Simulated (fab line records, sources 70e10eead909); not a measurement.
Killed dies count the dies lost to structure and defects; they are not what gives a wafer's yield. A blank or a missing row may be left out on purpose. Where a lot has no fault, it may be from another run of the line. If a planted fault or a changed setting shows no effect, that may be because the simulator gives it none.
fab line records	flow nand_harc
[record] lots = 24	wafers = 72	last_day = 34
route steps=1302 shown P_CONTACT@237 P_M0@282 P_M1@305
lots that met no fault: from a run of the same line without faults
start_h: the number of hours between the record's first day and the start of the first shown wafer of the lot	wait_h: hours elapsed since this lot's preceding step	" the same as in the row above	L1.1+2: several wafers, shown together as one row	- no value present, or no start provided	* or withheld: withheld	< > ~ a bound
route shown NAME@n: NAME is a module with steps in the file, n the number in the route of the first one	usual: the fault-free wafers' mean and standard deviation	same: alike in all rows	chamber/n: place in a boat	sites: per-site readings	_std_site: the standard deviation of these	_edge_site: inner sites' mean taken away from outer sites' mean	radius_mm: how far each site lies from the wafer's centre	mask NAME#n: copy n	behind: the most recent tool/chamber to have shaped the wafer	hold: what put the lot on hold/how long, in hours/how the hold closed	device: transistor that didn't switch, given as n, p or np	end of line: tests of these same wafers at the route's end	step lacking rows: just its recipe	killed: dies that structure and defects cost at the first sort, which is not the same as the wafer's yield	map: a wafer's dies, marking killed ones x, the rest . and places with no die _
set.NAME: setting as actually run; set.NAME@STEP: the setting as run at that earlier step	model.NAME: the simulator's own value behind a step, which no gauge read
steps of the route over a sample of lots; a table a step, a row a wafer
services: when a tool's chamber went out of use (start_h, in hours from the record's first day, below 0 if earlier), for how many hours, and the reason
[[steps]]
[step NHARC_P_CONTACT_ETCH_36]
[recipe] target_depth_a = 2600	over_etch_frac = 0.25	time_s = 406.25	ion_energy_ev = 200	n2_flow_sccm = 150	h2_flow_sccm = 150	ar_flow_sccm = 0	rf_w = 400	bias_w = 150	chemistry = N2/H2
[usual] bias_w = 150.0/0.45	drypump_motor_current_A = 5.6/0.42	oes_product_au = 1.000/0.011	rf_vpp_V = 430.2/2.9	showerhead_plenum_p_Torr = 2.03/0.1	throttle_valve_pct = 14.170/0.0082
lot.wafer	tool	chamber	start_h	wait_h	bias_w	drypump_motor_current_A	oes_product_au	rf_hours_counter_h	rf_vpp_V	showerhead_plenum_p_Torr	throttle_valve_pct
L074.3	rie_diel-01	3	-	-	150.0	6.1	1.010	2.7	425.9	1.92	14.169
L074.1	"	0	"	"	150.2	5.2	1.001	2.5	428.0	1.98	14.169
L074.5	"	0	"	"	150.8	5.2	1.002	-	430.5	1.98	14.164
L075.1	rie_diel-06	3	-	-	149.7	6.0	0.992	5.1	435.3	2.19	14.169
L075.4	"	1	"	"	150.3	5.8	0.983	4.5	428.7	1.99	14.181
L075.3	"	2	"	"	150.3	4.9	0.996	4.9	434.5	2.20	14.175
L076.4	rie_diel-05	0	-	-	149.1	5.1	1.012	3.2	428.1	1.95	14.166
L076.1	"	1	"	"	149.9	6.0	1.001	3.1	429.0	1.98	14.178
L076.6	"	0	"	"	149.7	5.1	1.019	-	428.9	1.95	14.181
L077.3	rie_diel-06	2	-	-	149.9	4.8	0.990	0.5	435.6	2.20	14.181
L077.6	"	0	"	"	149.9	5.8	0.982	-	433.9	2.10	14.169
L077.5	"	1	"	"	149.7	5.8	0.993	-	428.8	1.99	14.194
L078.3	rie_diel-06	2	-	-	150.1	4.9	1.005	0.9	433.9	2.20	14.161
L078.4	"	3	"	"	149.9	6.0	0.990	0.8	434.1	2.19	14.179
L078.6	"	0	"	"	150.0	5.8	0.972	-	432.9	2.10	14.177
L079.1	rie_diel-06	3	-	-	150.7	6.0	0.985	1.0	435.4	2.19	14.176
L079.4	"	1	"	"	149.5	5.8	1.002	1.4	429.2	1.99	14.161
L079.5	"	0	"	"	149.7	5.8	0.973	-	432.3	2.10	14.170
L080.2	rie_diel-05	2	-	-	150.4	5.8	1.005	4.7	428.6	1.95	14.169
L080.4	"	3	"	"	149.4	5.1	0.994	5.9	431.0	2.05	14.176
L080.6	"	3	"	"	149.9	5.2	0.987	-	430.8	2.05	14.145
L081.3	rie_diel-06	3	-	-	150.2	6.0	0.971	1.7	433.7	2.19	14.173
L081.4	"	0	"	"	150.1	5.8	0.986	1.9	432.5	2.10	14.169
L081.5	"	1	"	"	150.0	5.8	1.001	-	428.6	1.99	14.163
L082.3	rie_diel-01	0	-	-	150.8	5.2	1.009	4.6	429.6	1.97	14.165
L082.6	"	3	"	"	150.6	6.2	0.998	-	426.8	1.92	14.181
L082.5	"	0	"	"	150.0	5.2	1.004	-	428.6	1.97	14.176
L083.1	rie_diel-05	1	-	-	150.5	6.0	0.992	6.1	428.8	1.98	14.163
L083.2	"	2	"	"	149.8	5.8	1.009	6.0	429.0	1.95	14.163
L083.3	"	3	"	"	150.3	5.1	1.003	7.1	430.7	2.05	14.158
L084.3	rie_diel-06	2	-	-	149.9	4.8	1.002	2.7	434.6	2.20	14.161
L084.2	"	1	"	"	150.5	5.8	0.996	2.8	427.4	1.99	14.171
L084.6	"	2	"	"	151.1	4.8	1.002	-	436.0	2.20	14.179
L085.4	rie_diel-01	3	-	-	149.6	6.1	0.990	0.5	426.1	1.92	14.175
L085.6	"	1	"	"	150.2	5.1	0.999	-	426.3	1.90	14.167
L085.5	"	2	"	"	149.7	5.8	1.010	-	432.8	2.18	14.163
L086.2	rie_diel-01	3	-	-	150.2	6.1	0.996	0.7	427.0	1.92	14.169
L086.5	"	1	"	"	149.3	5.1	1.003	-	427.7	1.90	14.162
L086.6	"	2	"	"	150.0	5.8	1.014	-	435.1	2.18	14.181
L087.2	rie_diel-01	0	-	-	149.6	5.2	1.009	0.9	427.4	1.97	14.163
L087.3	"	2	"	"	150.4	5.8	0.996	1.3	432.8	2.18	14.182
L087.6	"	1	"	"	149.9	5.1	0.996	-	426.4	1.90	14.165
L088.4	rie_diel-05	3	-	-	150.0	5.1	1.003	1.0	430.3	2.05	14.158
L088.3	"	1	"	"	150.4	6.0	1.017	0.9	429.8	1.98	14.187
L088.6	"	3	"	"	150.5	5.1	0.998	-	430.9	2.05	14.167
L089.3	rie_diel-01	0	-	-	149.6	5.2	1.012	1.8	428.2	1.97	14.176
L089.4	"	2	"	"	150.0	5.8	1.009	2.0	434.8	2.18	14.162
L089.5	"	1	"	"	150.0	5.1	0.996	-	427.5	1.90	14.153
L090.2	rie_diel-06	0	-	-	149.8	5.8	0.996	4.2	433.6	2.10	14.173
L090.3	"	1	"	"	150.4	5.8	0.997	3.9	429.8	1.99	14.176
L090.6	"	0	"	"	149.9	5.8	0.989	-	432.7	2.10	14.158
L091.4	rie_diel-01	2	-	-	150.3	5.8	1.017	2.6	433.6	2.18	14.168
L091.1	"	3	"	"	149.8	6.1	1.008	2.2	426.8	1.92	14.174
L091.6	"	2	"	"	149.9	5.8	1.012	-	434.5	2.18	14.180
L092.3	rie_diel-05	2	-	-	150.2	5.8	1.009	2.0	427.0	1.95	14.167
L092.4	"	0	"	"	150.6	5.0	1.000	2.2	428.9	1.94	14.172
L092.5	"	3	"	"	149.7	5.1	0.994	-	432.2	2.05	14.174
L093.3	rie_diel-05	3	-	-	150.6	5.1	0.993	3.4	431.7	2.05	14.183
L093.4	"	0	"	"	150.4	5.0	0.998	3.3	426.6	1.94	14.173
L093.2	"	1	"	"	149.5	6.0	1.000	3.0	428.5	1.98	14.168
L094.4	rie_diel-01	3	-	-	149.9	6.1	1.010	-	426.4	1.92	14.168
L094.5	"	0	"	"	150.3	5.2	1.009	-	428.8	1.97	14.160
L094.6	"	2	"	"	149.3	5.8	1.019	-	434.2	2.18	14.185
L095.2	rie_diel-01	3	-	-	150.8	6.2	1.003	3.8	429.1	1.92	14.179
L095.5	"	0	"	"	148.7	5.2	1.004	-	429.2	1.97	14.172
L095.4	"	3	"	"	149.5	6.2	1.011	-	428.0	1.92	14.158
L096.1	rie_diel-05	1	-	-	149.1	6.0	1.006	4.6	428.9	1.98	14.157
L096.4	"	0	"	"	150.2	5.0	1.008	4.8	428.5	1.94	14.164
L096.5	"	2	"	"	149.7	5.8	0.993	-	427.6	1.95	14.157
L097.3	rie_diel-06	0	-	-	150.0	5.7	0.992	0.5	430.9	2.10	14.167
L097.1	"	1	"	"	150.0	5.8	1.004	0.5	429.9	1.99	14.176
L097.5	"	0	"	"	149.9	5.7	0.993	-	431.6	2.10	14.178
[step NHARC_P_CONTACT_INSPECT_27]
[usual] raw_defect_count = 323/140
lot.wafer	tool	chamber	start_h	wait_h	raw_defect_count
L074.1	defect_inspect-02	-	123.34	0.1	473
L074.3	"	-	"	"	364
L074.5	"	-	"	"	447
L075.1	defect_inspect-02	-	126.36	0.1	269
L075.3	"	-	"	"	251
L075.4	"	-	"	"	235
L076.1	defect_inspect-02	-	136.99	0.1	361
L076.4	"	-	"	"	748
L076.6	"	-	"	"	713
L077.3	defect_inspect-01	-	154.86	0.1	271
L077.5	"	-	"	"	196
L077.6	"	-	"	"	294
L078.3	defect_inspect-02	-	159.83	0.1	239
L078.4	"	-	"	"	204
L078.6	"	-	"	"	124
L079.1	defect_inspect-01	-	164.94	0.1	221
L079.4	"	-	"	"	321
L079.5	"	-	"	"	233
L080.2	defect_inspect-02	-	181.59	0.1	426
L080.4	"	-	"	"	299
L080.6	"	-	"	"	576
L081.3	defect_inspect-01	-	191.97	0.1	284
L081.4	"	-	"	"	372
L081.5	"	-	"	"	440
L082.3	defect_inspect-02	-	204.37	0.1	452
L082.5	"	-	"	"	293
L082.6	"	-	"	"	528
L083.1	defect_inspect-01	-	210.01	0.1	439
L083.2	"	-	"	"	273
L083.3	"	-	"	"	323
L084.2	defect_inspect-02	-	222.48	0.1	542
L084.3	"	-	"	"	304
L084.6	"	-	"	"	292
L085.4	defect_inspect-02	-	239.96	0.1	416
L085.5	"	-	"	"	310
L085.6	"	-	"	"	340
L086.2	defect_inspect-02	-	243.08	0.1	340
L086.5	"	-	"	"	367
L086.6	"	-	"	"	180
L087.2	defect_inspect-02	-	249.77	0.1	352
L087.3	"	-	"	"	192
L087.6	"	-	"	"	796
L088.3	defect_inspect-02	-	266.92	0.1	207
L088.4	"	-	"	"	668
L088.6	"	-	"	"	312
L089.3	defect_inspect-02	-	267.47	0.1	182
L089.4	"	-	"	"	108
L089.5	"	-	"	"	125
L090.2	defect_inspect-02	-	286.47	0.1	170
L090.3	"	-	"	"	462
L090.6	"	-	"	"	125
L091.1	defect_inspect-01	-	289.93	0.1	247
L091.4	"	-	"	"	361
L091.6	"	-	"	"	365
L092.3	defect_inspect-01	-	298.46	0.1	249
L092.4	"	-	"	"	228
L092.5	"	-	"	"	231
L093.2	defect_inspect-02	-	312.02	0.1	251
L093.3	"	-	"	"	416
L093.4	"	-	"	"	347
L094.4	defect_inspect-02	-	328.10	0.1	403
L094.5	"	-	"	"	378
L094.6	"	-	"	"	467
L095.2	defect_inspect-01	-	341.19	0.1	282
L095.4	"	-	"	"	257
L095.5	"	-	"	"	360
L096.1	defect_inspect-01	-	343.93	0.1	161
L096.4	"	-	"	"	136
L096.5	"	-	"	"	159
L097.1	defect_inspect-01	-	351.17	0.1	346
L097.3	"	-	"	"	497
L097.5	"	-	"	"	563
[step NHARC_P_M0_INSPECT_27]
[usual] raw_defect_count = 302/120
lot.wafer	tool	chamber	start_h	wait_h	raw_defect_count
L074.1	defect_inspect-02	-	126.89	0.0	255
L074.3	"	-	"	"	219
L074.5	"	-	"	"	376
L075.1	defect_inspect-01	-	129.91	0.0	303
L075.3	"	-	"	"	270
L075.4	"	-	"	"	528
L076.1	defect_inspect-01	-	140.42	0.0	191
L076.4	"	-	"	"	185
L076.6	"	-	"	"	149
L077.3	defect_inspect-02	-	158.46	0.0	386
L077.5	"	-	"	"	268
L077.6	"	-	"	"	407
L078.3	defect_inspect-02	-	163.59	0.0	393
L078.4	"	-	"	"	307
L078.6	"	-	"	"	367
L079.1	defect_inspect-01	-	168.74	0.0	478
L079.4	"	-	"	"	229
L079.5	"	-	"	"	291
L080.2	defect_inspect-01	-	185.02	0.0	167
L080.4	"	-	"	"	187
L080.6	"	-	"	"	117
L081.3	defect_inspect-01	-	195.40	0.0	314
L081.4	"	-	"	"	238
L081.5	"	-	"	"	188
L082.3	defect_inspect-02	-	207.93	0.0	185
L082.5	"	-	"	"	163
L082.6	"	-	"	"	161
L083.1	defect_inspect-02	-	213.70	0.0	184
L083.2	"	-	"	"	302
L083.3	"	-	"	"	326
L084.2	defect_inspect-02	-	226.32	0.0	306
L084.3	"	-	"	"	270
L084.6	"	-	"	"	368
L085.4	defect_inspect-02	-	243.54	0.0	293
L085.5	"	-	"	"	379
L085.6	"	-	"	"	502
L086.2	defect_inspect-01	-	246.61	0.0	246
L086.5	"	-	"	"	343
L086.6	"	-	"	"	224
L087.2	defect_inspect-01	-	253.47	0.0	261
L087.3	"	-	"	"	261
L087.6	"	-	"	"	448
L088.3	defect_inspect-02	-	270.50	0.0	237
L088.4	"	-	"	"	252
L088.6	"	-	"	"	298
L089.3	defect_inspect-02	-	271.03	0.0	637
L089.4	"	-	"	"	266
L089.5	"	-	"	"	201
L090.2	defect_inspect-02	-	290.16	0.0	396
L090.3	"	-	"	"	487
L090.6	"	-	"	"	172
L091.1	defect_inspect-02	-	293.49	0.0	275
L091.4	"	-	"	"	207
L091.6	"	-	"	"	241
L092.3	defect_inspect-02	-	302.14	0.0	363
L092.4	"	-	"	"	226
L092.5	"	-	"	"	418
L093.2	defect_inspect-01	-	315.58	0.0	185
L093.3	"	-	"	"	174
L093.4	"	-	"	"	144
L094.4	defect_inspect-02	-	332.97	0.0	387
L094.5	"	-	"	"	514
L094.6	"	-	"	"	679
L095.2	defect_inspect-02	-	344.81	0.0	296
L095.4	"	-	"	"	453
L095.5	"	-	"	"	289
L096.1	defect_inspect-02	-	347.55	0.0	192
L096.4	"	-	"	"	262
L096.5	"	-	"	"	115
L097.1	defect_inspect-02	-	354.67	0.0	421
L097.3	"	-	"	"	577
L097.5	"	-	"	"	487
[step NHARC_P_M0_PRE_CLEAN_31]
[recipe] time_s = 12	temp_c = 370	rf_power_w = 300	gas = NH3
[usual] heater_power_w = 662/100
lot.wafer	tool	chamber	start_h	wait_h	heater_power_w
L074.3	pecvd-04	1	126.96	0.1	549
L074.1	"	0	"	"	535
L074.5	"	1	"	"	544
L075.3	pecvd-03	0	129.98	0.1	682
L075.1	"	1	"	"	568
L075.4	"	0	"	"	694
L076.1	pecvd-04	2	140.49	0.1	712
L076.4	"	2	"	"	730
L076.6	"	0	"	"	593
L077.3	pecvd-03	2	158.55	0.1	569
L077.5	"	1	"	"	619
L077.6	"	2	"	"	555
L078.3	pecvd-01	0	163.68	0.1	652
L078.6	"	2	"	"	601
L078.4	"	0	"	"	653
L079.1	pecvd-01	0	168.81	0.1	723
L079.4	"	0	"	"	721
L079.5	"	1	"	"	848
L080.2	pecvd-01	1	185.10	0.1	822
L080.4	"	0	"	"	693
L080.6	"	2	"	"	584
L081.3	pecvd-04	2	195.48	0.1	769
L081.4	"	1	"	"	629
L081.5	"	2	"	"	779
L082.3	pecvd-01	2	208.01	0.1	592
L082.5	"	1	"	"	847
L082.6	"	2	"	"	591
L083.3	pecvd-04	2	213.77	0.1	740
L083.1	"	0	"	"	535
L083.2	"	1	"	"	655
L084.2	pecvd-01	1	226.39	0.1	731
L084.3	"	0	"	"	652
L084.6	"	0	"	"	664
L085.6	pecvd-01	1	243.64	0.1	856
L085.5	"	2	"	"	601
L085.4	"	0	"	"	683
L086.2	pecvd-04	2	246.67	0.1	828
L086.6	"	0	"	"	605
L086.5	"	1	"	"	587
L087.2	pecvd-04	0	253.55	0.1	525
L087.3	"	1	"	"	646
L087.6	"	2	"	"	821
L088.3	pecvd-03	2	270.58	0.1	553
L088.6	"	1	"	"	652
L088.4	"	0	"	"	718
L089.3	pecvd-03	2	271.11	0.1	552
L089.4	"	1	"	"	620
L089.5	"	2	"	"	547
L090.3	pecvd-04	0	290.24	0.1	635
L090.2	"	1	"	"	623
L090.6	"	2	"	"	764
L091.1	pecvd-04	2	293.57	0.1	875
L091.4	"	2	"	"	832
L091.6	"	0	"	"	603
L092.3	pecvd-03	2	302.21	0.1	559
L092.5	"	1	"	"	604
L092.4	"	0	"	"	659
L093.2	pecvd-03	1	315.65	0.1	625
L093.3	"	0	"	"	639
L093.4	"	0	"	"	661
L094.4	pecvd-01	1	333.08	0.1	833
L094.5	"	2	"	"	588
L094.6	"	0	"	"	744
L095.2	pecvd-01	0	344.87	0.1	690
L095.5	"	1	"	"	845
L095.4	"	2	"	"	581
L096.1	pecvd-01	2	347.62	0.1	492
L096.4	"	0	"	"	648
L096.5	"	1	"	"	733
L097.3	pecvd-01	2	354.74	0.1	532
L097.1	"	1	"	"	800
L097.5	"	0	"	"	656
[step NHARC_P_M0_DEP_32]
[recipe] target_thk_a = 300	temp_c = 370	target_thk_nm = 30	pressure_torr = 3	flow_sccm = 200	rf_w = 450	material = SiCN
[usual] heater_power_w = 606/92
lot.wafer	tool	chamber	start_h	wait_h	heater_power_w
L074.3	pecvd-04	1	127.04	0.1	619
L074.1	"	0	"	"	519
L074.5	"	1	"	"	610
L075.3	pecvd-03	0	130.06	0.1	685
L075.1	"	1	"	"	601
L075.4	"	0	"	"	704
L076.1	pecvd-04	2	140.57	0.1	774
L076.4	"	2	"	"	774
L076.6	"	0	"	"	554
L077.3	pecvd-03	2	158.69	0.1	481
L077.5	"	1	"	"	563
L077.6	"	2	"	"	496
L078.3	pecvd-01	0	163.82	0.1	631
L078.6	"	2	"	"	450
L078.4	"	0	"	"	637
L079.1	pecvd-01	0	168.89	0.1	664
L079.4	"	0	"	"	652
L079.5	"	1	"	"	692
L080.2	pecvd-01	1	185.21	0.1	787
L080.4	"	0	"	"	627
L080.6	"	2	"	"	547
L081.3	pecvd-04	2	195.59	0.1	681
L081.4	"	1	"	"	510
L081.5	"	2	"	"	700
L082.3	pecvd-01	2	208.12	0.1	435
L082.5	"	1	"	"	707
L082.6	"	2	"	"	436
L083.3	pecvd-04	2	213.85	0.1	663
L083.1	"	0	"	"	554
L083.2	"	1	"	"	607
L084.2	pecvd-01	1	226.47	0.1	681
L084.3	"	0	"	"	653
L084.6	"	0	"	"	651
L085.6	pecvd-01	1	243.82	0.2	745
L085.5	"	2	"	"	506
L085.4	"	0	"	"	665
L086.2	pecvd-04	2	246.75	0.1	687
L086.6	"	0	"	"	496
L086.5	"	1	"	"	562
L087.2	pecvd-04	0	253.66	0.1	464
L087.3	"	1	"	"	586
L087.6	"	2	"	"	766
L088.3	pecvd-03	2	270.69	0.1	502
L088.6	"	1	"	"	612
L088.4	"	0	"	"	648
L089.3	pecvd-03	2	271.22	0.1	502
L089.4	"	1	"	"	596
L089.5	"	2	"	"	511
L090.3	pecvd-04	0	290.35	0.1	583
L090.2	"	1	"	"	607
L090.6	"	2	"	"	734
L091.1	pecvd-04	2	293.67	0.1	763
L091.4	"	2	"	"	792
L091.6	"	0	"	"	521
L092.3	pecvd-03	2	302.32	0.1	535
L092.5	"	1	"	"	550
L092.4	"	0	"	"	695
L093.2	pecvd-03	1	315.72	0.1	554
L093.3	"	0	"	"	681
L093.4	"	0	"	"	686
L094.4	pecvd-01	1	333.25	0.2	809
L094.5	"	2	"	"	519
L094.6	"	0	"	"	580
L095.2	pecvd-01	0	344.95	0.1	591
L095.5	"	1	"	"	754
L095.4	"	2	"	"	520
L096.1	pecvd-01	2	347.70	0.1	441
L096.4	"	0	"	"	658
L096.5	"	1	"	"	676
L097.3	pecvd-01	2	354.82	0.1	531
L097.1	"	1	"	"	732
L097.5	"	0	"	"	580
[step NHARC_P_M1_DEGAS_29]
[recipe] temp_c = 250	time_s = 60
[usual] heater_power_w = 338/36
lot.wafer	tool	chamber	start_h	wait_h	heater_power_w
L074.3	pvd_sputter-02	-	129.49	-	358
L074.1	"	-	"	"	307
L074.5	"	-	"	"	344
L075.4	pvd_sputter-01	-	132.45	-	412
L075.3	"	-	"	"	358
L075.1	"	-	"	"	300
L076.4	pvd_sputter-03	-	143.09	-	291
L076.1	"	-	"	"	334
L076.6	"	-	"	"	384
L077.3	pvd_sputter-01	-	161.06	-	314
L077.6	"	-	"	"	303
L077.5	"	-	"	"	312
L078.4	pvd_sputter-02	-	166.20	-	309
L078.3	"	-	"	"	299
L078.6	"	-	"	"	361
L079.4	pvd_sputter-01	-	171.35	-	314
L079.1	"	-	"	"	410
L079.5	"	-	"	"	299
L080.2	pvd_sputter-01	-	187.50	-	417
L080.4	"	-	"	"	368
L080.6	"	-	"	"	358
L081.3	pvd_sputter-01	-	197.97	-	404
L081.4	"	-	"	"	314
L081.5	"	-	"	"	413
L082.3	pvd_sputter-03	-	210.53	-	285
L082.5	"	-	"	"	290
L082.6	"	-	"	"	330
L083.1	pvd_sputter-03	-	216.18	-	290
L083.3	"	-	"	"	368
L083.2	"	-	"	"	372
L084.3	pvd_sputter-03	-	229.01	-	371
L084.2	"	-	"	"	298
L084.6	"	-	"	"	333
L085.4	pvd_sputter-02	-	246.15	-	353
L085.5	"	-	"	"	318
L085.6	"	-	"	"	359
L086.2	pvd_sputter-01	-	249.63	-	304
L086.5	"	-	"	"	320
L086.6	"	-	"	"	303
L087.3	pvd_sputter-03	-	256.05	-	290
L087.2	"	-	"	"	336
L087.6	"	-	"	"	284
L088.3	pvd_sputter-03	-	273.10	-	337
L088.4	"	-	"	"	368
L088.6	"	-	"	"	328
L089.4	pvd_sputter-01	-	273.62	-	316
L089.3	"	-	"	"	402
L089.5	"	-	"	"	306
L090.3	pvd_sputter-02	-	292.77	-	322
L090.2	"	-	"	"	319
L090.6	"	-	"	"	354
L091.4	pvd_sputter-02	-	295.95	-	320
L091.1	"	-	"	"	353
L091.6	"	-	"	"	318
L092.4	pvd_sputter-01	-	304.73	-	300
L092.3	"	-	"	"	321
L092.5	"	-	"	"	303
L093.4	pvd_sputter-01	-	318.18	-	303
L093.3	"	-	"	"	407
L093.2	"	-	"	"	374
L094.4	pvd_sputter-02	-	335.57	-	312
L094.6	"	-	"	"	307
L094.5	"	-	"	"	325
L095.4	pvd_sputter-02	-	347.40	-	366
L095.2	"	-	"	"	318
L095.5	"	-	"	"	359
L096.1	pvd_sputter-01	-	350.14	-	415
L096.4	"	-	"	"	367
L096.5	"	-	"	"	371
L097.1	pvd_sputter-02	-	357.30	-	344
L097.3	"	-	"	"	320
L097.5	"	-	"	"	305
[[services]]
tool	chamber	start_h	hours	kind
pecvd-01	-	97.43	1.9	repair
pvd_sputter-02	-	104.06	10.0	pm
rie_diel-06	2	125.34	2.6	repair
rie_diel-06	-	130.20	9.0	pm
pecvd-01	-	130.38	13.0	pm
pecvd-03	-	161.44	1.1	repair
pecvd-03	-	185.00	13.0	pm
rie_diel-01	-	203.80	9.0	pm
rie_diel-06	3	209.51	11.8	repair
pecvd-03	-	220.02	1.2	repair
rie_diel-01	-	222.93	0.5	repair
pvd_sputter-01	-	226.03	10.0	pm
rie_diel-06	1	235.29	15.2	repair
pecvd-04	0	248.34	4.1	repair
pecvd-01	1	253.55	2.2	repair
pvd_sputter-01	-	257.35	3.0	repair
pecvd-04	-	269.13	13.0	pm
pvd_sputter-02	-	282.06	10.0	pm
rie_diel-01	2	300.56	9.2	repair
pecvd-01	0	301.85	8.6	repair
rie_diel-01	3	302.29	13.9	repair
pecvd-01	-	311.38	13.0	pm
rie_diel-01	1	319.99	20.5	repair
pecvd-04	1	324.70	4.3	repair
[[key]]
fault none
